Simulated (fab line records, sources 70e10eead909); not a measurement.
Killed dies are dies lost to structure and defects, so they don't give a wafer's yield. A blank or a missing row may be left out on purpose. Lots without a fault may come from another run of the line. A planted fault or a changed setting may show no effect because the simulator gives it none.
fab line records | flow nand_harc
record lots=5 wafers=15 last_day=33
route steps=1302 shown P_GATE@170
lots that met no fault: from a run of the same line without faults
start_h: hours from the record's first day to the start of the lot's first wafer shown | wait_h: hours since the lot's step before | " the same as in the row above | L1.1+2: a row that stands for several wafers | - no value, or no start given | * or withheld: withheld | < > ~ a bound
route shown NAME@n: a module of which the file shows steps, and the number in the route of the first | usual: mean/standard deviation of fault-free wafers | same: alike in all rows | chamber/n: place in a boat | sites: the reading at each site | _std_site: their standard deviation | _edge_site: outer sites' mean less inner sites' | radius_mm: how far each site lies from the wafer's centre | mask NAME#n: copy n | behind: the tool/chamber that last shaped the wafer | hold: why the lot was held/for how many hours/how that ended | device: the transistor (n, p or np) that didn't switch | end of line: the same wafers' tests at the end of the route | a step without rows: its recipe alone | killed: dies lost to structure and defects at the first sort, not the wafer's yield | map: a wafer's dies, x killed, . not, _ none there
set.NAME: the setting as run; set.NAME@STEP: as run at that earlier step | model.NAME: the simulator's own value behind a step, which no gauge read
lots at some steps of the route; a table a step, a row a wafer
services: from which hour (start_h, from the record's first day; less than 0 if before it) a tool's chamber was out of use, for how many hours, and why
## steps
# step NHARC_P_GATE_CD_MEAS_46
# recipe target_cd_nm=720 landing_energy_ev=500
# usual cd_nm=720.3/1.4
# same landing_energy_ev=500
# columns lot.wafer tool chamber start_h wait_h cd_nm
L221.1 cd_sem-01 0 129.60 - 719.0
L221.5 " 0 " " 719.4
L221.6 " 0 " " 718.6
L224.3 cd_sem-01 0 163.28 - 721.6
L224.4 " 0 " " 722.5
L224.5 " 0 " " 721.4
L227.1 cd_sem-02 0 191.08 - 720.2
L227.3 " 0 " " 719.7
L227.4 " 0 " " 718.2
L240.1 cd_sem-01 0 327.97 - 719.3
L240.2 " 0 " " 719.8
L240.4 " 0 " " 720.0
L241.1 cd_sem-02 0 333.05 - 718.9
L241.4 " 0 " " 720.0
L241.5 " 0 " " 718.7
# step NHARC_P_GATE_HARDBAKE_47
# recipe temp_c=125 time_s=80
# step NHARC_P_GATE_DESCUM_48
# recipe time_s=3 o2_flow_sccm=200 ar_flow_sccm=0 bias_power_w=0 chemistry=O2
# usual drypump_motor_current_A=5.7/0.41 o2_flow_sccm=200.0/0.57 oes_product_au=1.001/0.0078 rf_vpp_V=57.5/0.94 showerhead_plenum_p_Torr=1.89/0.099 throttle_valve_pct=11.311/0.0078
# same time_s=3
# columns lot.wafer tool chamber start_h wait_h drypump_motor_current_A o2_flow_sccm oes_product_au rf_hours_counter_h rf_vpp_V showerhead_plenum_p_Torr throttle_valve_pct
L221.1 rie_diel-05 1 129.82 - 5.4 199.3 1.002 2.3 57.3 1.93 11.296
L221.5 " 2 " " 5.8 199.8 1.000 - 57.1 2.03 11.319
L221.6 " 3 " " 6.0 199.5 0.994 - 57.6 1.78 11.303
L224.4 rie_diel-03 2 163.46 - 5.6 200.2 0.997 2.6 57.5 1.81 11.319
L224.3 " 3 " " 5.3 200.5 0.992 2.3 56.3 1.86 11.298
L224.5 " 3 " " 5.3 200.0 0.996 - 58.4 1.86 11.302
L227.3 rie_diel-05 1 191.24 - 5.4 200.3 1.004 5.0 56.0 1.93 11.309
L227.4 " 3 " " 5.9 199.8 0.994 6.8 56.1 1.78 11.315
L227.1 " 0 " " 5.1 200.3 1.003 6.5 57.9 2.03 11.306
L240.1 rie_diel-06 3 328.13 - 6.0 200.7 0.997 1.9 57.2 1.96 11.311
L240.2 " 0 " " 5.6 200.9 0.996 2.2 54.8 1.79 11.314
L240.4 " 2 " " 5.1 200.5 1.002 2.0 56.8 1.79 11.307
L241.4 rie_diel-03 2 333.22 - 5.6 199.6 1.014 2.5 58.8 1.80 11.306
L241.1 " 3 " " 5.3 200.4 1.001 2.5 58.3 1.86 11.303
L241.5 " 2 " " 5.6 200.4 1.013 - 59.1 1.80 11.306
# step NHARC_P_GATE_IMPLANT_49
# recipe energy_kev=30 dose_cm2=3e+15 tilt_deg=7
# step NHARC_P_GATE_STRIP_111
# recipe power_w=1500 temp_c=110 time_s=250 chemistry=N2/H2
# usual drypump_motor_current_A=6.07/0.21 heater_power_w=80/6
# same time_s=250
# columns lot.wafer tool chamber start_h wait_h drypump_motor_current_A heater_power_w rf_hours_counter_h
L221.1 plasma_asher-01 1 130.15 0.2 6.14 75 24
L221.5 " 1 " " 6.17 75 -
L221.6 " 0 " " 6.03 88 -
L224.3 plasma_asher-01 0 163.94 0.2 6.06 86 -
L224.4 " 1 " " 6.17 74 -
L224.5 " 1 " " 6.18 75 -
L227.1 plasma_asher-01 1 191.66 0.2 6.17 76 4
L227.3 " 0 " " 6.03 89 -
L227.4 " 1 " " 6.17 77 -
L240.2 plasma_asher-02 1 328.50 0.2 5.77 74 14
L240.1 " 0 " " 6.33 76 14
L240.4 " 1 " " 5.75 74 -
L241.1 plasma_asher-02 1 333.60 0.2 5.76 76 15
L241.4 " 1 " " 5.78 76 -
L241.5 " 1 " " 5.78 77 -
# step NHARC_P_GATE_STRIP_75
# recipe power_w=1500 temp_c=250 chemistry=O2
# usual drypump_motor_current_A=6.07/0.21 heater_power_w=297/23
# columns lot.wafer tool chamber start_h wait_h drypump_motor_current_A heater_power_w rf_hours_counter_h
L221.1 plasma_asher-01 1 130.46 0.3 6.16 283 24
L221.5 " 1 " " 6.16 276 -
L221.6 " 0 " " 6.01 328 -
L224.3 plasma_asher-01 0 164.17 0.2 6.06 328 -
L224.4 " 1 " " 6.18 283 -
L224.5 " 1 " " 6.14 289 -
L227.1 plasma_asher-01 1 191.92 0.2 6.18 281 5
L227.3 " 0 " " 6.03 330 -
L227.4 " 1 " " 6.16 284 -
L240.2 plasma_asher-02 1 328.80 0.3 5.77 283 15
L240.1 " 0 " " 6.35 286 15
L240.4 " 1 " " 5.75 277 -
L241.1 plasma_asher-02 1 333.90 0.3 5.77 274 15
L241.4 " 1 " " 5.76 281 -
L241.5 " 1 " " 5.74 279 -
# step NHARC_P_GATE_STRIP_50
# recipe time_s=900 temp_c=130 chemistry=SPM
# step NHARC_P_GATE_DEHYDRATE_51
# recipe temp_c=150 time_s=120
# step NHARC_P_GATE_HMDS_52
# recipe time_s=30
# step NHARC_P_GATE_COAT_53
# recipe spin_rpm=3000
# step NHARC_P_GATE_SOFTBAKE_54
# recipe temp_c=122 time_s=95
# step NHARC_P_GATE_EBR_55
# step NHARC_P_GATE_EXPOSE_56
# recipe na=0.6 target_cd_nm=720 dose_mj=14.81 mask_id=P_PSD
# usual exposure_dose_mJ_cm2=14.809/0.012
# columns lot.wafer tool chamber start_h wait_h mask exposure_dose_mJ_cm2
L221.1 krf_scanner-01 0 131.23 - P_PSD#0 14.787
L221.5 " 0 " " P_PSD#0 14.804
L221.6 " 0 " " P_PSD#0 14.840
L224.3 krf_scanner-04 0 164.81 - P_PSD#0 14.792
L224.4 " 0 " " P_PSD#0 14.815
L224.5 " 0 " " P_PSD#0 14.795
L227.1 krf_scanner-01 0 192.69 - P_PSD_R1#0 14.790
L227.3 " 0 " " P_PSD_R1#0 14.796
L227.4 " 0 " " P_PSD_R1#0 14.800
L240.1 krf_scanner-02 0 329.56 - P_PSD#0 14.809
L240.2 " 0 " " P_PSD#0 14.813
L240.4 " 0 " " P_PSD#0 14.816
L241.1 krf_scanner-04 0 334.67 - P_PSD#0 14.800
L241.4 " 0 " " P_PSD#0 14.802
L241.5 " 0 " " P_PSD#0 14.800
# step NHARC_P_GATE_PEB_57
# recipe peb_temp_c=118 peb_time_s=85
# step NHARC_P_GATE_DEVELOP_58
# recipe time_s=70
# step NHARC_P_GATE_CD_MEAS_59
# recipe target_cd_nm=720 landing_energy_ev=500
# usual cd_nm=720.0/1.3
# same landing_energy_ev=500
# columns lot.wafer tool chamber start_h wait_h cd_nm
L221.1 cd_sem-01 0 131.38 - 720.1
L221.5 " 0 " " 720.0
L221.6 " 0 " " 720.1
L224.3 cd_sem-02 0 164.96 - 720.3
L224.4 " 0 " " 719.7
L224.5 " 0 " " 719.2
L227.1 cd_sem-02 0 192.85 - 706.4
L227.3 " 0 " " 706.0
L227.4 " 0 " " 707.2
L240.1 cd_sem-01 0 329.72 - 720.0
L240.2 " 0 " " 720.1
L240.4 " 0 " " 718.1
L241.1 cd_sem-02 0 334.83 - 720.9
L241.4 " 0 " " 718.7
L241.5 " 0 " " 720.8
# step NHARC_P_GATE_HARDBAKE_60
# recipe temp_c=125 time_s=80
## services
# columns tool chamber start_h hours kind
rie_diel-06 - 106.03 1.4 repair
rie_diel-06 0 111.05 8.2 repair
rie_diel-06 - 130.26 9.0 pm
krf_scanner-01 - 140.04 4.0 pm
rie_diel-03 1 140.79 2.9 repair
rie_diel-05 3 151.35 6.1 repair
rie_diel-05 - 162.54 1.3 repair
rie_diel-05 - 164.60 11.1 repair
plasma_asher-01 - 165.17 9.0 pm
plasma_asher-01 0 165.17 9.0 vent_cycle
krf_scanner-04 - 182.00 4.0 pm
rie_diel-06 0 183.10 6.7 repair
krf_scanner-04 - 198.34 0.3 repair
plasma_asher-01 - 205.14 2.7 repair
krf_scanner-01 - 228.85 0.2 repair
rie_diel-05 - 229.60 9.0 pm
plasma_asher-02 - 249.00 9.0 pm
rie_diel-06 2 250.17 1.4 repair
krf_scanner-02 - 266.00 4.0 pm
rie_diel-03 - 281.30 9.0 pm
rie_diel-06 - 307.26 9.0 pm
plasma_asher-02 - 310.06 0.4 repair
krf_scanner-01 - 312.04 4.0 pm
krf_scanner-01 - 318.35 0.5 repair
## key
first_sign step=NHARC_P_GATE_EXPOSE_56 reading=mask direction=changed
effect step=NHARC_P_GATE_CD_MEAS_59 reading=cd_nm direction=down sigmas=10 usual=720.0 struck=706.5
met_at NHARC_P_GATE_EXPOSE_56
struck_wafers L227.1,L227.3,L227.4
tester_left_out L227
onset_between 131.23 192.69
fault kind=wrong_mask tool=any chamber=- onset_h=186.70 steps=NHARC_P_GATE_EXPOSE_56 aux_copy=P_PSD_R1#0 cd_offset_nm=-14.145 scope=struck_lots_only
# tester_left_out: of these lots the tester's yield and bins aren't shown, on N5 and GAA mostly nor the transistor test; their killed dies are dies lost to structure and defects alone, not to doping, threshold or leakage, so they don't give the yield
